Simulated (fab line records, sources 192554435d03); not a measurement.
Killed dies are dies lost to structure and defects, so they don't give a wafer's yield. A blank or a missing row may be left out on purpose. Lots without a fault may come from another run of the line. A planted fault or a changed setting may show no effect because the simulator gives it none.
A struck lot beside a sound one | flow n5_finfet | 14 steps out of a route of 1938
Sound: wafers L438.2, L438.5, L438.6. Struck: wafer L456.6. (L456.2, L456.5 of the same lot were not struck and are left out.) The cause comes at the end.
At each step with rows: each side's tool, then ch and its chambers, then its first start. Under that, the readings that differ: sound wafers | struck wafers | difference of the means | sigmas: that difference in standard deviations of wafers without a fault.
alike: readings whose means differ by less than 2 such deviations, and words and numbers that are the same on both sides. not compared: withheld readings, readings that some wafer has no value for, bounds like >300 that may hide the same value, and numbers for which the record gives no deviation and whose values overlap.
The two part at a step that has a row with sigmas, a row that says differs or no value, or rows on one side only. Numbers that don't overlap but have no deviation are shown without sigmas and don't part them. A reading that every wafer of one side lacks parts them only if that side has two wafers or more.

first, 1 step without rows for these wafers: N5_BEOL_M11_DEVELOP_27 (develop time 30 s).
N5_BEOL_M11_CD_MEAS_28: target cd 70 nm.
  sound on cd_sem-03 ch 0, day 11 02:40; struck on cd_sem-02 ch 0, day 15 13:24
  alike: cd_nm
N5_BEOL_M11_OVL_MEAS_29:
  sound on overlay-02 ch 0, day 11 02:41; struck on overlay-01 ch 0, day 15 13:27
  alike: V10_OVL
N5_BEOL_M11_INSPECT_30: inspects for defects (brightfield).
  sound on defect_inspect-02, day 11 02:43; struck on defect_inspect-01, day 15 13:29
  alike: raw_defect_count
N5_BEOL_M11_DESCUM_33: chemistry O2, time 7.9 s.
  sound on rie_diel-01 ch 0,3, day 11 02:45; struck on rie_diel-03 ch 0, day 15 13:53
  alike: drypump_motor_current_A, oes_product_au, rf_vpp_V, showerhead_plenum_p_Torr, throttle_valve_pct
  not compared: rf_hours_counter_h
N5_BEOL_M11_ETCH_65: etches SiARC in CF4, target depth 39 nm, time 65 s.
  sound on rie_diel-01 ch 0,3, day 11 02:47; struck on rie_diel-03 ch 0, day 15 13:56
  alike: drypump_motor_current_A, etch_rf_on_time_s, oes_product_au, rf_vpp_V, showerhead_plenum_p_Torr, throttle_valve_pct
  not compared: rf_hours_counter_h
then, 2 steps without rows for these wafers: N5_BEOL_M11_ETCH_66 (etches SOC in N2/H2, target depth 120 nm, overetch 24 nm, time 180 s); N5_BEOL_M11_STRIP_69 (strips in N2/H2).
N5_BEOL_M11_VIA_ETCH_34: etches SiCOH lowk in C4F6/O2, target depth 184.5 nm, time 69.2 s.
  sound on rie_diel-01 ch 0,3, day 11 02:57; struck on rie_diel-03 ch 0, day 15 14:06
  alike: O2_flow_sccm, drypump_motor_current_A, oes_ar_750_au, oes_product_au, rf_vpp_V, run_length_s, showerhead_plenum_p_Torr, throttle_valve_pct
  not compared: rf_hours_counter_h
then, 1 step without rows for these wafers: N5_BEOL_M11_STRIP_73 (strips in C4F6/O2).
N5_BEOL_M11_STRIP_36: strips in N2/H2.
  sound on rie_diel-01 ch 0,3, day 11 03:01; struck on rie_diel-03 ch 0, day 15 14:10
  alike: drypump_motor_current_A, oes_product_au, rf_vpp_V, showerhead_plenum_p_Torr, throttle_valve_pct
  not compared: rf_hours_counter_h
then, 1 step without rows for these wafers: N5_BEOL_M11_TRENCH_ETCH_37 (etches SiCOH lowk in C4F6/O2, target depth 148.83 nm, time 48 s).
N5_BEOL_M11_ETCH_41: etches SiCN in CH3F/O2, target depth 42.6 nm, time 86 s.
  sound on rie_diel-01 ch 0,3, day 11 03:06; struck on rie_diel-03 ch 0, day 15 14:14
  reading                  | sound             | struck | difference | sigmas
  run_length_s (s)         | 109.5 109.1 108.9 | 128.5  | +19.3      | +46
  model.etch.depth_nm (nm) | 33.08 32.9 32.96  | 39.83  | +6.85      |
  alike: O2_flow_sccm, drypump_motor_current_A, oes_product_au, rf_vpp_V, showerhead_plenum_p_Torr, throttle_valve_pct
  not compared: rf_hours_counter_h
N5_BEOL_M11_STRIP_77: strips in N2/H2, time 10 s.
  sound on rie_diel-01 ch 0,3; struck on rie_diel-03 ch 0
  alike: drypump_motor_current_A, oes_product_au, rf_vpp_V, showerhead_plenum_p_Torr, throttle_valve_pct
  not compared: rf_hours_counter_h

WHERE THEY PART
Only at N5_BEOL_M11_ETCH_41, within this record. Later steps at which nothing parts them and some readings are alike: N5_BEOL_M11_STRIP_77.

WHY: what the simulator had put in
Process parameter drift: rie_diel-03, from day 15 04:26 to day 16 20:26, at N5_BEOL_M11_ETCH_41. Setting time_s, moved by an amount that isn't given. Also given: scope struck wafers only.
